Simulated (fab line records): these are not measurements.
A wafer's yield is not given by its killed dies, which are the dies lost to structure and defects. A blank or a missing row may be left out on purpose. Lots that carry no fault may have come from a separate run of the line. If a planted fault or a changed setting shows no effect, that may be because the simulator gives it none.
fab line records	flow n5_finfet
record lots=11	wafers=33	last_day=16
route steps=1938 shown PMOS_HMC_CHANNEL_EPI@78 MIM_TOP_ETCH@1852 MIM_BOT_ETCH@1866 PASSIVATION@1936
lots untouched by any fault: they come from a run of this same line in which no faults occurred
start_h: hours from the record's first day to the start of the lot's first wafer shown	wait_h: hours elapsed since this lot's preceding step	" same as the row above	L1.1+2: a single row standing in for several wafers	- value missing, or start not given	* or withheld: withheld	< > ~ a bound
route shown NAME@n: names a module that has steps shown in the file, with the first one's number in the route	usual: mean/standard deviation taken from wafers without a fault	same: alike in all rows	chamber/n: place in a boat	sites: the reading at each site	_std_site: standard deviation of those values	_edge_site: mean of outer sites minus mean of inner sites	radius_mm: how far each site lies from the wafer's centre	mask NAME#n: copy n	behind: the last tool/chamber to shape the wafer	hold: why the lot was held/for how many hours/how that ended	device: the n, p or np transistor that did not switch	end of line: at the end of the route, the tests of the same wafers	step lacking rows: just its recipe	killed: count of dies lost to structure and defects at first sort (not the wafer's yield)	map: a wafer's dies, x killed, . not, _ none there
set.NAME: the setting the step ran with; set.NAME@STEP: the setting that earlier step ran with	model.NAME: the simulator's own value behind a step, which no gauge read
route steps across a sampled set of lots; one table per step, one row per wafer
services: a tool's chamber out of use, with start hour (start_h, from the record's first day; less than 0 if before it), hours out, and reason
## steps
# step N5_PMOS_HMC_CHANNEL_EPI_EPI_20
# recipe material=SiGe30	mask_material=SiO2	pressure_torr=20	target_thk_a=590	temp_c=600
# usual lamp_inner_pct=12.5/1.1
lot.wafer	tool	chamber	start_h	wait_h	lamp_inner_pct
L720.2	epi_rpcvd-01	0	18.47	0.4	11.6
L720.5	"	0	19.53	1.5	11.6
L720.6	"	0	"	"	11.6
L721.1	epi_rpcvd-04	0	24.36	0.0	12.3
L721.2	"	0	"	"	12.3
L721.6	"	0	"	"	12.3
L722.3	epi_rpcvd-01	0	30.50	0.6	11.6
L722.5	"	0	"	"	11.6
L722.6	"	0	"	"	11.6
L723.1	epi_rpcvd-03	0	36.11	0.0	14.7
L723.3	"	0	"	"	14.2
L723.6	"	0	"	"	14.5
L724.1	epi_rpcvd-04	0	42.67	0.0	12.2
L724.2	"	0	"	"	12.4
L724.6	"	0	"	"	12.4
L728.2	epi_rpcvd-01	0	67.04	0.3	11.5
L728.5	"	0	"	"	11.7
L728.6	"	0	"	"	11.6
L729.2	epi_rpcvd-04	0	73.09	0.2	12.2
L729.4	"	0	"	"	12.4
L729.6	"	0	"	"	12.2
L730.1	epi_rpcvd-01	0	78.22	0.0	11.7
L730.3	"	0	"	"	11.5
L730.5	"	0	"	"	11.5
L731.3	epi_rpcvd-01	0	84.55	0.6	11.6
L731.4	"	0	"	"	11.6
L731.5	"	0	"	"	11.5
L732.3	epi_rpcvd-01	0	91.33	0.6	11.7
L732.5	"	0	"	"	11.7
L732.6	"	0	"	"	11.6
L734.2	epi_rpcvd-01	0	102.96	0.3	11.8
L734.3	"	0	"	"	11.5
L734.6	"	0	"	"	11.6
# step N5_MIM_TOP_ETCH_STRIP_01
# recipe chemistry=O2	power_w=600	temp_c=60	pressure_mtorr=30	rf_frequency_hz=6e+07	bias_power_w=0	overash_fraction=0.5	o2_flow_sccm=225
# usual drypump_motor_current_A=5.8/0.58	o2_flow_sccm=225.1/0.7	oes_product_au=0.82/0.1	rf_vpp_V=3.5/1.3	showerhead_plenum_p_Torr=2.08/0.066	throttle_valve_pct=16.56/0.27
# same overash_fraction=0.5
lot.wafer	tool	chamber	start_h	wait_h	drypump_motor_current_A	o2_flow_sccm	oes_product_au	rf_hours_counter_h	rf_vpp_V	showerhead_plenum_p_Torr	throttle_valve_pct
L720.2	rie_diel-04	1	287.73	0.1	5.3	224.0	0.78	116	2.4	2.02	16.33
L720.5	"	3	"	"	6.2	225.1	0.72	-	6.6	2.05	16.60
L720.6	"	0	"	"	5.9	225.0	0.72	-	4.1	1.92	16.68
L722.3	rie_diel-02	3	295.90	0.1	6.6	225.0	0.82	86	3.8	2.02	16.24
L722.5	"	2	"	"	4.7	223.9	0.87	-	4.2	2.14	16.55
L722.6	"	3	"	"	6.6	224.3	0.81	-	4.5	2.03	16.23
L721.1	rie_diel-02	3	298.16	0.2	6.6	224.9	0.82	86	4.7	2.02	16.22
L721.2	"	0	"	"	5.8	225.6	0.99	3	3.9	2.16	16.85
L721.6	"	3	"	"	6.6	224.9	0.83	-	2.3	2.03	16.28
L724.1	rie_diel-03	3	305.65	0.2	5.8	224.3	0.77	132	4.1	2.10	16.49
L724.2	"	0	"	"	5.1	225.4	0.93	9	4.4	2.06	16.62
L724.6	"	3	"	"	5.8	224.5	0.76	-	2.4	2.10	16.51
L723.1	rie_diel-02	3	311.01	0.1	6.6	225.3	0.82	90	1.4	2.02	16.29
L723.3	"	2	"	"	4.6	222.9	0.88	43	1.1	2.14	16.57
L723.6	"	0	"	"	5.8	225.3	0.97	-	4.0	2.16	16.85
L730.1	rie_diel-03	3	334.44	0.1	5.8	224.3	0.73	141	1.0	2.10	16.52
L730.3	"	2	"	"	5.6	224.2	0.69	250	4.0	2.09	17.15
L730.5	"	3	"	"	5.8	224.7	0.74	-	3.3	2.10	16.49
L728.2	rie_diel-04	2	335.21	0.1	5.2	223.9	0.71	195	2.9	2.10	16.49
L728.5	"	0	"	"	5.9	224.9	0.72	-	7.6	1.92	16.71
L728.6	"	3	"	"	6.2	225.5	0.70	-	4.0	2.04	16.64
L729.2	rie_diel-03	1	338.46	0.2	6.3	224.5	0.90	19	6.1	2.14	16.04
L729.4	"	3	"	"	5.8	225.9	0.75	-	2.5	2.10	16.46
L729.6	"	1	"	"	6.3	224.7	0.88	-	5.9	2.14	16.07
L732.3	rie_diel-03	0	361.56	0.1	5.1	226.1	0.91	22	4.0	2.06	16.65
L732.5	"	0	"	"	5.1	224.7	0.93	-	4.0	2.06	16.68
L732.6	"	1	"	"	6.3	224.8	0.87	-	2.8	2.13	16.12
L734.2	rie_diel-03	0	368.98	0.1	5.1	225.4	0.91	25	4.1	2.06	16.67
L734.3	"	3	"	"	5.8	225.5	0.75	156	3.7	2.09	16.54
L734.6	"	1	"	"	6.3	226.1	0.88	-	1.8	2.13	16.07
L731.3	rie_diel-02	0	379.48	0.1	5.8	225.8	0.90	29	2.9	2.15	16.91
L731.4	"	3	"	"	6.6	225.9	0.79	108	4.2	2.02	16.33
L731.5	"	0	"	"	5.8	224.9	0.90	-	7.7	2.15	16.93
# step N5_MIM_BOT_ETCH_ETCH_04
# recipe chemistry=CF4/O2	target=SiNx	target_depth_a=260	time_s=13	ion_energy_ev=100	pressure_mtorr=40	source_w=535	bias_w=49	Ar_flow_sccm=100	cf4_flow_sccm=100	O2_flow_sccm=10
# usual drypump_motor_current_A=5.8/0.56	oes_product_au=0.78/0.083	rf_vpp_V=239/3.8	showerhead_plenum_p_Torr=2.18/0.071	throttle_valve_pct=15.93/0.25
# same time_s=13
lot.wafer	tool	chamber	start_h	wait_h	drypump_motor_current_A	oes_product_au	rf_hours_counter_h	rf_vpp_V	showerhead_plenum_p_Torr	throttle_valve_pct
L720.2	rie_diel-05	2	288.91	0.0	5.6	0.76	159	241	2.21	16.04
L720.5	"	1	"	"	6.0	0.81	-	238	2.13	16.08
L720.6	"	2	"	"	5.6	0.76	-	240	2.21	16.03
L722.3	rie_diel-05	3	296.55	0.0	6.7	0.69	246	233	2.08	16.27
L722.5	"	0	"	"	5.3	0.96	-	246	2.25	15.66
L722.6	"	1	"	"	5.9	0.80	-	240	2.13	16.08
L721.1	rie_diel-05	3	298.73	0.0	6.7	0.69	247	234	2.08	16.26
L721.2	"	1	"	"	6.0	0.81	108	240	2.13	16.08
L721.6	"	2	"	"	5.5	0.75	-	241	2.21	16.03
L724.1	rie_diel-01	0	306.22	0.0	6.2	0.89	52	240	2.32	15.57
L724.2	"	2	"	"	6.7	0.72	217	242	2.19	16.07
L724.6	"	1	"	"	5.3	0.70	-	241	2.17	16.31
L723.1	rie_diel-01	1	312.05	0.0	5.3	0.69	220	242	2.17	16.30
L723.3	"	3	"	"	5.9	0.90	32	236	2.24	15.66
L723.6	"	3	"	"	5.9	0.91	-	234	2.24	15.66
L730.1	rie_diel-05	2	335.14	0.0	5.6	0.74	176	242	2.20	16.06
L730.3	"	0	"	"	5.3	0.92	17	246	2.24	15.70
L730.5	"	1	"	"	6.0	0.79	-	240	2.13	16.10
L728.2	rie_diel-01	2	335.78	0.0	6.7	0.72	228	242	2.18	16.09
L728.5	"	2	"	"	6.7	0.71	-	242	2.18	16.07
L728.6	"	0	"	"	6.2	0.88	-	240	2.32	15.56
L729.2	rie_diel-01	0	339.04	0.0	6.2	0.87	63	239	2.32	15.57
L729.4	"	2	"	"	6.7	0.71	230	241	2.18	16.06
L729.6	"	2	"	"	6.7	0.71	-	243	2.18	16.09
L732.3	rie_diel-06	3	362.39	0.0	4.8	0.72	202	235	2.09	16.00
L732.5	"	1	"	"	5.8	0.84	-	239	2.23	15.67
L732.6	"	2	"	"	5.3	0.76	-	243	2.12	15.77
L734.2	rie_diel-05	2	369.68	0.0	5.6	0.73	190	241	2.20	16.08
L734.3	"	3	"	"	6.7	0.96	10	238	2.34	15.77
L734.6	"	3	"	"	6.7	0.95	-	236	2.34	15.77
L731.3	rie_diel-05	1	380.06	0.0	6.0	0.77	135	238	2.12	16.13
L731.4	"	0	"	"	5.3	0.88	34	244	2.24	15.72
L731.5	"	1	"	"	5.9	0.78	-	238	2.12	16.14
# step N5_PASSIVATION_PROBE_49
# usual defect_limited_yield=91.4/1.4	killed_at_M0_to_M3=33/11	killed_at_M4_up=13/5.3	killed_at_contacts=13/6.1	killed_at_front_end=40/11	killed_at_other=2.9/2.7	killed_dies=102/17	killed_on_rim=14/4.2	killed_open=68/13	killed_short=32/7.5	sort_bin_5_function=5.1/0.98	sort_bin_6_memory=3.2/0.69	sort_bin_8_speed=0.1/1.1	sort_n_pass=1077/21	sort_yield_pct=91.3/1.7
# same gross_dies=1180	killed_at_back_side=0	sort_bin_4_leakage[%]=0
lot.wafer	tool	chamber	start_h	wait_h	defect_limited_yield[%]	killed_at_M0_to_M3	killed_at_M4_up	killed_at_contacts	killed_at_front_end	killed_at_other	killed_dies	killed_on_rim	killed_open	killed_short	sort_bin_5_function[%]	sort_bin_6_memory[%]	sort_bin_8_speed[%]	sort_n_pass	sort_yield_pct[%]
L732.3	prober-02	-	372.43	0.1	85.3	36	23	9	105	1	174	27	77	29	9.5	4.1	0	1006	85.3
L732.5	prober-02	-	372.53	0.2	87.0	33	12	5	99	4	153	27	50	28	8.5	3.2	0	1027	87.0
L732.6	prober-02	-	372.58	0.3	86.4	23	19	4	114	1	161	24	64	30	9.3	3.4	0	1019	86.4
L734.2	prober-01	-	378.43	0.1	88.0	27	7	7	100	1	142	27	52	19	7.5	3.6	0	1038	88.0
L734.3	prober-01	-	378.48	0.1	85.2	52	4	6	112	1	175	26	64	38	9.7	3.5	0	1005	85.2
L734.6	prober-01	-	378.63	0.3	87.2	24	4	13	110	0	151	29	55	19	7.6	3.4	0	1029	87.2
L731.3	prober-02	-	390.38	0.1	85.5	33	11	10	104	13	171	26	63	31	9.2	3.6	0	1009	85.5
L731.4	prober-02	-	390.43	0.2	86.9	25	7	13	105	4	154	34	53	30	8.0	4.2	0	1026	86.9
L731.5	prober-02	-	390.48	0.2	84.9	37	12	9	115	5	178	28	73	28	9.2	4.4	0	1002	84.9
# killed by level:class
L732.3 PMOS_HMC_CHANNEL_EPI:unspecified=68 BEOL_M0_SAQP:geometric_particle:open=9 BEOL_M3:geometric_particle:open=9 FIN_SAQP:geometric_particle:open=8 DUMMY_GATE:geometric_particle:open=8 MOL_CONTACT_COAG:geometric_particle:open=8 BEOL_M0_SAQP:geometric_particle:short=7 BEOL_M4:geometric_particle:open=7
L732.5 PMOS_HMC_CHANNEL_EPI:unspecified=73 STI_FIN_REVEAL:geometric_particle:open=9 BEOL_M0_SAQP:geometric_particle:short=9 BEOL_M3:geometric_particle:open=7 BEOL_M0_SAQP:geometric_particle:open=5 BEOL_M4:geometric_particle:open=5 DUMMY_GATE:geometric_particle:open=4 BEOL_M4:geometric_particle:short=4
L732.6 PMOS_HMC_CHANNEL_EPI:unspecified=66 FIN_SAQP:geometric_particle:open=14 STI_FIN_REVEAL:geometric_particle:open=10 BEOL_M4:geometric_particle:open=9 FIN_SAQP:geometric_particle:short=7 BEOL_M3:geometric_particle:open=4 MOL_CONTACT_COAG:geometric_particle:open=4 ILD0:geometric_particle:short=3
L734.2 PMOS_HMC_CHANNEL_EPI:unspecified=71 FIN_SAQP:geometric_particle:open=11 MOL_CONTACT_COAG:geometric_particle:open=6 BEOL_M0_SAQP:geometric_particle:short=6 FIN_SAQP:geometric_particle:short=5 BEOL_M0_SAQP:geometric_particle:open=5 BEOL_M2:geometric_particle:open=5 BEOL_M4:geometric_particle:open=5
L734.3 PMOS_HMC_CHANNEL_EPI:unspecified=71 BEOL_M0_SAQP:geometric_particle:short=14 BEOL_M0_SAQP:geometric_particle:open=13 FIN_SAQP:geometric_particle:open=12 BEOL_M2:geometric_particle:open=10 FIN_SAQP:geometric_particle:short=6 MOL_CONTACT_COAG:geometric_particle:open=6 BEOL_M2:geometric_particle:short=6
L734.6 PMOS_HMC_CHANNEL_EPI:unspecified=72 FIN_SAQP:geometric_particle:open=10 MOL_CONTACT_COAG:geometric_particle:open=9 BEOL_M3:geometric_particle:open=9 DUMMY_GATE:geometric_particle:open=6 BEOL_M0_SAQP:geometric_particle:open=5 HKMG_FIN:area_etch=5 MOL_CONTACT_COAG:geometric_particle:short=4
L731.3 PMOS_HMC_CHANNEL_EPI:unspecified=76 BEOL_M0_SAQP:geometric_particle:open=11 BEOL_M0_SAQP:geometric_particle:short=9 MOL_CONTACT_COAG:geometric_particle:open=8 STARTING-WAFER:geometric_particle:short=7 FIN_SAQP:geometric_particle:open=6 BEOL_M2:geometric_particle:open=5 PASS1_CAP:geometric_particle:open=5
L731.4 PMOS_HMC_CHANNEL_EPI:unspecified=71 FIN_SAQP:geometric_particle:open=11 BEOL_M2:geometric_particle:open=10 MOL_CONTACT_COAG:geometric_particle:open=10 GATE_CUT:geometric_particle:short=8 BEOL_M0_SAQP:geometric_particle:open=4 BEOL_M0_SAQP:geometric_particle:short=4 STARTING-WAFER:geometric_particle:short=4
L731.5 PMOS_HMC_CHANNEL_EPI:unspecified=75 FIN_SAQP:geometric_particle:open=11 BEOL_M4:geometric_particle:open=9 FIN_SAQP:geometric_particle:short=8 MOL_CONTACT_COAG:geometric_particle:open=8 BEOL_M2:geometric_particle:open=8 BEOL_M0_SAQP:geometric_particle:open=7 BEOL_M1:geometric_particle:open=7
## services
tool	chamber	start_h	hours	kind
rie_diel-01	-	-3.58	0.5	repair
rie_diel-01	-	4.82	4.3	pm
rie_diel-02	-	7.21	1.1	repair
rie_diel-05	3	37.37	5.1	repair
epi_rpcvd-01	-	38.59	0.8	repair
rie_diel-01	1	47.72	5.8	repair
rie_diel-02	1	53.32	16.7	repair
rie_diel-03	3	64.95	12.8	repair
rie_diel-03	1	65.00	11.8	repair
rie_diel-05	-	88.48	0.2	repair
rie_diel-05	2	106.14	16.1	repair
rie_diel-05	1	116.27	3.7	repair
epi_rpcvd-01	-	117.72	2.0	repair
rie_diel-03	3	133.54	12.3	repair
rie_diel-03	2	143.43	10.1	repair
rie_diel-05	0	156.68	4.6	repair
rie_diel-05	-	236.83	0.2	repair
rie_diel-03	-	271.55	14.6	pm
rie_diel-05	-	273.86	14.6	pm
epi_rpcvd-01	-	299.27	2.8	pm
rie_diel-05	3	314.94	11.0	repair
rie_diel-03	0	318.78	21.1	repair
rie_diel-05	1	355.36	13.1	repair
epi_rpcvd-01	-	377.52	1.7	repair
## key
first_sign step=N5_PASSIVATION_PROBE_49	reading=killed_at_front_end	direction=up	sigmas=6.2	usual=40	struck=107
effect step=N5_PASSIVATION_PROBE_49	reading=killed_dies	direction=up	sigmas=3.6	usual=102	struck=162
more_kills_born_at N5_PMOS_HMC_CHANNEL_EPI_EPI_20@epi_rpcvd-01=643
met_at N5_PMOS_HMC_CHANNEL_EPI_EPI_20
struck_lots L731,L732,L734
not_acting_at N5_MIM_TOP_ETCH_STRIP_01,N5_MIM_BOT_ETCH_ETCH_04
onset_between 78.22 84.55
also_fits time
fault kind=chamber_particle_source	tool=epi_rpcvd-01	chamber=-	onset_h=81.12	steps=N5_PMOS_HMC_CHANNEL_EPI_EPI_20	rate_per_visit_cm2=0.52709	end_h=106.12
